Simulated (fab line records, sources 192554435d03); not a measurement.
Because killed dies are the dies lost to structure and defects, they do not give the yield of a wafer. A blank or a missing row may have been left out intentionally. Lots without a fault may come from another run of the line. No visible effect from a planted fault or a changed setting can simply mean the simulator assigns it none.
Problem report in the 8D (eight disciplines) form, filled by code :: flow n5_finfet :: the parts of the form that need people (team, actions taken, sign-off) are left out

== 1. WHAT IS WRONG ==
Mean of barrier_field_endpoint_s at N5_BEOL_M10_CMP_52: 39.8 s across 2 wafers in 2 lots; on wafers with no fault it is 29.0 s (standard deviation 0.75). That is +14 standard deviations from the usual mean.
The step: polishes, stops on SiCOH lowk, t overpolish 7 s, target thk 140 nm.
Seen first at day 11 17:13 on cmp-03, wafer L606.1. Wafers with a number at this step in the record: 30, from 10 lots. The rule behind "out" and "out of limits": a value lying over 4 standard deviations away from the usual mean. The rest of the wafers with a number are treated as sound.

== 2. WHAT IT IS, WHAT IT ISN'T ==
question: which readings at this step
is: barrier_field_endpoint_s
is not: motor_current_A

question: which lots
is: L606, L608
is not: L603, L605, L607, L613, L614, L617, L623, L625

question: which wafers of those lots
is: L606.1, L608.3
is not: L606.4, L606.5, L608.1, L608.5

question: read on which tools
is: cmp-03
is not: cmp-01, cmp-02

question: when
is: from day 11 17:13
is not: up to then (11 sound wafers); but 17 sound wafers of L608, L613, L614, L617, L623, L625 came after

== 3. SUSPECTS, AND WHAT RULES EACH OUT ==
Counting: a tool at a process step up to the reading stays a suspect if it ran every lot that is out. Sound lots after the first of them don't rule it out here, since some wafers of a struck lot are sound.
- pecvd-04 at N5_BEOL_M10_PECVD_70 (deposits SiO2 from TEOS/O2, target thk 20 nm, time 22.7 s): kept. It processed each lot that is out (first: L606, day 11 09:10); up to then, its last sound lot is L605 (day 11 07:04).
- cmp-03 at N5_BEOL_M10_CMP_52 (polishes, stops on SiCOH lowk, t overpolish 7 s, target thk 140 nm): kept. It processed each lot that is out (first: L606, day 11 17:13); up to then, its last sound lot is L603 (day 10 22:50). Its own barrier_field_endpoint_s readings are out on those wafers.
- In pecvd-04 at N5_BEOL_M10_PECVD_70, the wafers that are out were processed in chamber 2 and their sound lot-mates in chambers 0, 1.
After counting, pecvd-04 at N5_BEOL_M10_PECVD_70 and cmp-03 at N5_BEOL_M10_CMP_52 remain.

== 4. THE CAUSE (what the simulator had put in) ==
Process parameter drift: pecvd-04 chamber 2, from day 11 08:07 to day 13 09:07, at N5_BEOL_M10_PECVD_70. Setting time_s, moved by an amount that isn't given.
Counting leaves 2 suspects; this tool is one of them.

== 5. THE CHAIN OF EFFECTS, in route order ==
Each row: a reading whose mean over the struck wafers that have a number lies more than 3 standard deviations from the usual. Scope: only readings with a usual standard deviation given in the record; hours: median across lots of the time from each lot's start at the first step in this table that gives one to its start at this step; sigmas: change in usual standard deviations.
hours: 0
step: N5_BEOL_M10_CMP_52
reading: barrier_field_endpoint_s
usual: 29.0 s
on struck wafers: 39.8
change: +10.8
sigmas: +14
It contains these process steps:
- N5_BEOL_M10_CMP_52: polishes, stops on SiCOH lowk, t overpolish 7 s, target thk 140 nm.

== 6. WHAT WOULD HAVE CAUGHT IT SOONER ==
The fault began at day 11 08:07; the first out-of-limits reading in this record came at day 11 17:13, 9 hours later.
No tool reading at N5_BEOL_M10_PECVD_70 that has a usual standard deviation in the record was out on any struck wafer, so an alarm limit of 4 standard deviations on those readings would not have fired.
All the lots that are out (2) had begun N5_BEOL_M10_PECVD_70 on pecvd-04 by day 11 17:13. Tool hold at that time: it would have spared none of them.
